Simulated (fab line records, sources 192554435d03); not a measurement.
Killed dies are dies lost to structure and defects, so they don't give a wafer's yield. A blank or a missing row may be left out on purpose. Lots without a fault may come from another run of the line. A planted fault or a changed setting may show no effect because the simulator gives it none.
Which tool did it? | flow n5_finfet | 9 lots, 27 wafers sampled, at 6 steps of a route of 1938

WHAT THE GAUGES READ, wafer by wafer
N5_FIN_SAQP_OCD_MEAS_76. Usual: trench_depth_nm 119.8 nm, standard deviation 1.5.
lot  | measured    | on     | trench_depth_nm (nm) | flag
L255 | day 2 04:52 | ocd-02 | 116.9 119.4 120.9    |
L256 | day 2 08:34 | ocd-01 | 120.3 120.6 122.3    |
L258 | day 2 20:29 | ocd-01 | 119.0 119.0 122.0    |
L266 | day 5 04:44 | ocd-02 | 119.8 115.4 116.8    |
L267 | day 5 08:43 | ocd-01 | 118.0 118.9 118.6    |
L269 | day 5 14:25 | ocd-01 | 116.9 119.5 120.5    |
L271 | day 6 02:20 | ocd-02 | 121.1 121.6 122.6    |
L273 | day 6 14:10 | ocd-01 | 120.7 121.1 119.8    |
L277 | day 7 13:46 | ocd-01 | 119.8 120.9 118.8    |

N5_STI_FIN_REVEAL_CD_MEAS_22: target cd 6.238 nm, pitch 28 nm. Usual: cd_nm 6.22 nm, standard deviation 0.23.
lot  | measured    | on        | cd_nm (nm)     | flag
L255 | day 2 15:05 | cd_sem-03 | 6.27 6.34 6.14 |
L256 | day 2 19:41 | cd_sem-03 | 6.14 6.00 6.10 |
L258 | day 3 07:10 | cd_sem-03 | 6.31 6.34 6.27 |
L266 | day 5 15:01 | cd_sem-02 | 6.18 6.13 5.91 |
L267 | day 5 19:11 | cd_sem-01 | 6.29 6.26 5.85 |
L269 | day 6 00:28 | cd_sem-03 | 6.67 6.49 6.21 |
L271 | day 6 12:22 | cd_sem-01 | 5.74 6.36 5.76 |
L273 | day 7 00:51 | cd_sem-02 | 6.17 6.30 5.72 |
L277 | day 8 00:14 | cd_sem-02 | 6.43 6.36 6.40 |

N5_STI_FIN_REVEAL_INSPECT_13: inspects for defects (darkfield). Usual: raw_defect_count 12, standard deviation 4.6.
lot  | measured    | on                | raw_defect_count | flag
L255 | day 2 15:12 | defect_inspect-02 | 12 16 12         |
L256 | day 2 19:49 | defect_inspect-02 | 17 15 9          |
L258 | day 3 07:17 | defect_inspect-02 | 4 9 5            |
L266 | day 5 15:08 | defect_inspect-02 | 538 11 496       | OFF
L267 | day 5 19:18 | defect_inspect-01 | 537 19 10        | OFF
L269 | day 6 00:35 | defect_inspect-02 | 5 5 7            |
L271 | day 6 12:30 | defect_inspect-02 | 16 13 12         |
L273 | day 7 00:58 | defect_inspect-01 | 10 11 10         |
L277 | day 8 00:20 | defect_inspect-02 | 9 19 10          |

N5_BEOL_M4_RC_MEAS_101. Usual: DIBL_N 35.9 mV/V, standard deviation 1.3; DIBL_P 35.9 mV/V, standard deviation 1.5; IOFF_N 0.152 nA/um, standard deviation 0.023; IOFF_P 0.204 nA/um, standard deviation 0.027; ION_N 673 uA/um, standard deviation 9.2; ION_P 462 uA/um, standard deviation 6.7; SS_N 71.4 mV/dec, standard deviation 0.48; SS_P 73.2 mV/dec, standard deviation 0.55; VT_N 250.3 mV, standard deviation 2.6; VT_P -250.6 mV, standard deviation 3.
lot  | measured     | on        | DIBL_N (mV/V)  | DIBL_P (mV/V)  | IOFF_N (nA/um)    | IOFF_P (nA/um)    | ION_N (uA/um) | ION_P (uA/um) | SS_N (mV/dec)  | SS_P (mV/dec)  | VT_N (mV)         | VT_P (mV)            | flag
L255 | day 8 12:53  | prober-02 | 35.2 37.0 37.2 | 35.1 38.1 37.3 | 0.120 0.155 0.149 | 0.163 0.207 0.193 | 662 671 659   | 455 468 450   | 70.9 71.2 71.6 | 72.3 72.6 73.2 | 255.4 251.9 250.1 | -253.8 -251.8 -251.3 |
L256 | day 8 18:44  | prober-01 | 35.9 35.3 34.9 | 36.2 35.8 36.1 | 0.177 0.163 0.159 | 0.208 0.198 0.204 | 682 679 676   | 458 459 464   | 71.3 71.8 70.8 | 73.9 73.7 73.1 | 246.9 248.9 248.7 | -250.4 -251.5 -252.7 |
L258 | day 9 18:23  | prober-02 | 36.5 35.0 36.1 | 37.3 36.3 37.1 | 0.167 0.150 0.163 | 0.198 0.182 0.197 | 677 679 680   | 461 452 462   | 70.8 71.0 71.5 | 74.3 73.0 73.2 | 249.8 252.0 248.3 | -253.7 -254.3 -251.2 |
L266 | day 12 02:16 | prober-01 | 35.2 32.5 35.8 | 36.2 33.7 36.4 | 0.158 0.120 0.160 | 0.216 0.180 0.222 | 679 670 671   | 469 462 462   | 71.9 70.6 71.1 | 72.9 72.4 73.5 | 250.1 252.9 251.2 | -248.2 -250.1 -248.6 |
L267 | day 11 09:10 | prober-01 | 34.3 35.1 34.8 | 33.5 33.7 34.6 | 0.154 0.163 0.161 | 0.211 0.210 0.225 | 683 681 679   | 472 463 470   | 71.5 71.7 71.2 | 72.7 73.3 74.5 | 248.0 248.1 249.0 | -249.9 -249.2 -248.3 |
L269 | day 12 07:56 | prober-01 | 33.9 34.1 33.2 | 35.3 36.2 34.6 | 0.152 0.156 0.136 | 0.208 0.231 0.201 | 688 682 681   | 474 474 471   | 71.3 71.0 70.4 | 72.8 73.3 72.7 | 248.7 250.0 250.0 | -248.8 -245.6 -249.4 |
L271 | day 12 12:38 | prober-02 | 33.7 37.4 35.2 | 32.6 37.8 34.0 | 0.112 0.179 0.140 | 0.168 0.235 0.181 | 658 677 664   | 463 469 458   | 71.3 71.4 71.7 | 72.2 74.2 72.9 | 254.1 249.8 250.1 | -251.2 -248.6 -250.5 |
L273 | day 13 14:14 | prober-02 | 34.5 33.8 35.7 | 36.0 35.6 37.6 | 0.143 0.137 0.164 | 0.198 0.187 0.223 | 681 665 681   | 470 466 467   | 71.5 71.2 71.5 | 73.3 73.1 73.5 | 252.2 253.1 249.4 | -248.9 -253.0 -251.9 |
L277 | day 14 19:56 | prober-01 | 41.0 37.6 38.4 | 40.4 35.8 36.5 | 0.248 0.157 0.177 | 0.306 0.216 0.238 | 686 667 669   | 469 459 455   | 72.2 72.2 71.4 | 74.8 73.7 74.4 | 245.1 251.9 249.1 | -245.4 -252.3 -249.1 |

WHICH TOOL RAN EACH LOT (tool, then ch and the chambers of the sampled wafers, then the start)
lot  | N5_STI_FIN_REVEAL_ETCHBACK_08     | N5_STI_FIN_REVEAL_OXIDATION_31
L255 | rie_diel-05 ch 0,1,2, day 2 12:04 | plasma_asher-01 ch 0,1, day 2 14:29
L256 | rie_diel-04 ch 1,2,3, day 2 16:38 | plasma_asher-01 ch 0, day 2 19:11
L258 | rie_diel-05 ch 1,2, day 3 04:14   | plasma_asher-02 ch 0,1, day 3 06:38
L266 | rie_diel-04 ch 0,1,3, day 5 12:02 | plasma_asher-02 ch 0,1, day 5 14:30
L267 | rie_diel-05 ch 0,1,3, day 5 16:15 | plasma_asher-02 ch 0,1, day 5 18:40
L269 | rie_diel-04 ch 0,2,3, day 5 21:33 | plasma_asher-01 ch 0,1, day 5 23:57
L271 | rie_diel-04 ch 0,1,2, day 6 09:27 | plasma_asher-01 ch 0,1, day 6 11:51
L273 | rie_diel-02 ch 0,1,2, day 6 21:38 | plasma_asher-01 ch 0,1, day 7 00:20
L277 | rie_diel-05 ch 0,1,3, day 7 21:19 | plasma_asher-01 ch 0,1, day 7 23:43
- N5_STI_FIN_REVEAL_ETCHBACK_08: etches SiO2 in C4F6/O2, target depth 30.5 nm, time 10.167 s.
- N5_STI_FIN_REVEAL_OXIDATION_31: chemistry O2 PLASMA REMOTE, time 20 s.

WHAT THE TOOLS THEMSELVES READ (means of the sampled wafers that have a number; where no wafer has one, the mark that the record gives instead)
N5_STI_FIN_REVEAL_ETCHBACK_08. Usual: O2_flow_sccm 9.995 sccm, standard deviation 0.029; drypump_motor_current_A 5.9 A, standard deviation 0.36; oes_o_777_au 0.80 a.u., standard deviation 0.079; oes_product_au 0.80 a.u., standard deviation 0.086; rf_vpp_V 668 V, standard deviation 4.9; showerhead_plenum_p_Torr 2.87 Torr, standard deviation 0.13; throttle_valve_pct 21.09 %, standard deviation 0.19.
lot  | tool        | O2_flow_sccm (sccm) | drypump_motor_current_A (A) | oes_o_777_au (a.u.) | oes_product_au (a.u.) | rf_vpp_V (V) | showerhead_plenum_p_Torr (Torr) | throttle_valve_pct (%) | flag
L255 | rie_diel-05 | 9.994               | 5.6                         | 0.77                | 0.76                  | 668          | 2.78                            | 21.19                  |
L256 | rie_diel-04 | 10.003              | 6.1                         | 0.84                | 0.84                  | 665          | 2.79                            | 21.04                  |
L258 | rie_diel-05 | 9.987               | 5.5                         | 0.75                | 0.76                  | 665          | 2.67                            | 21.31                  |
L266 | rie_diel-04 | 9.965               | 6.2                         | 0.81                | 0.81                  | 664          | 2.85                            | 20.93                  |
L267 | rie_diel-05 | 9.972               | 5.7                         | 0.76                | 0.75                  | 668          | 2.85                            | 21.18                  |
L269 | rie_diel-04 | 9.990               | 6.2                         | 0.85                | 0.85                  | 668          | 2.88                            | 21.06                  |
L271 | rie_diel-04 | 9.988               | 6.2                         | 0.84                | 0.84                  | 662          | 2.84                            | 21.05                  |
L273 | rie_diel-02 | 9.954               | 5.7                         | 0.79                | 0.80                  | 671          | 2.94                            | 21.09                  |
L277 | rie_diel-05 | 10.001              | 5.8                         | 0.74                | 0.74                  | 667          | 2.84                            | 21.20                  |

N5_STI_FIN_REVEAL_OXIDATION_31. Usual: drypump_motor_current_A 5.34 A, standard deviation 0.27; heater_power_w 150 W, standard deviation 6.9.
lot  | tool            | drypump_motor_current_A (A) | heater_power_w (W) | flag
L255 | plasma_asher-01 | 5.23                        | 147                |
L256 | plasma_asher-01 | 4.99                        | 141                |
L258 | plasma_asher-02 | 5.42                        | 153                |
L266 | plasma_asher-02 | 5.32                        | 151                |
L267 | plasma_asher-02 | 5.42                        | 151                |
L269 | plasma_asher-01 | 5.44                        | 152                |
L271 | plasma_asher-01 | 5.44                        | 153                |
L273 | plasma_asher-01 | 5.22                        | 149                |
L277 | plasma_asher-01 | 5.22                        | 147                |

THE ANSWER, worked out from the rows above alone
Rule: a lot is off if the mean of its wafers that have a number lies more than 3 standard deviations from the usual mean. A lot without any number at a reading at which 4 lots or more have one is off too. The other lots that the step has rows for count as sound. The gauges are gone through in route order, then the tools' own readings, and for those a lot's mean is taken as printed above. The first step at which some lot is off is used, and at that step the reading that is off furthest; a lot without a number counts as furthest.
Off: L266, L267, at N5_STI_FIN_REVEAL_INSPECT_13 (raw_defect_count).
A tool fits if, at a process step before that reading, it ran every lot that is off, and no sound lot after the first of them. The gauges at N5_STI_FIN_REVEAL_INSPECT_13 are tried like those tools. One fits: plasma_asher-02 at N5_STI_FIN_REVEAL_OXIDATION_31. Its last sound lot is L258 (day 3 06:38), its first lot that is off L266 (day 5 14:30): a fault that began between those two fits.

WHAT THE SIMULATOR HAD PUT IN
Chamber particle source: plasma_asher-02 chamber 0, from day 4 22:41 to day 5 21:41, at N5_STI_FIN_REVEAL_OXIDATION_31. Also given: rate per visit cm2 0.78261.
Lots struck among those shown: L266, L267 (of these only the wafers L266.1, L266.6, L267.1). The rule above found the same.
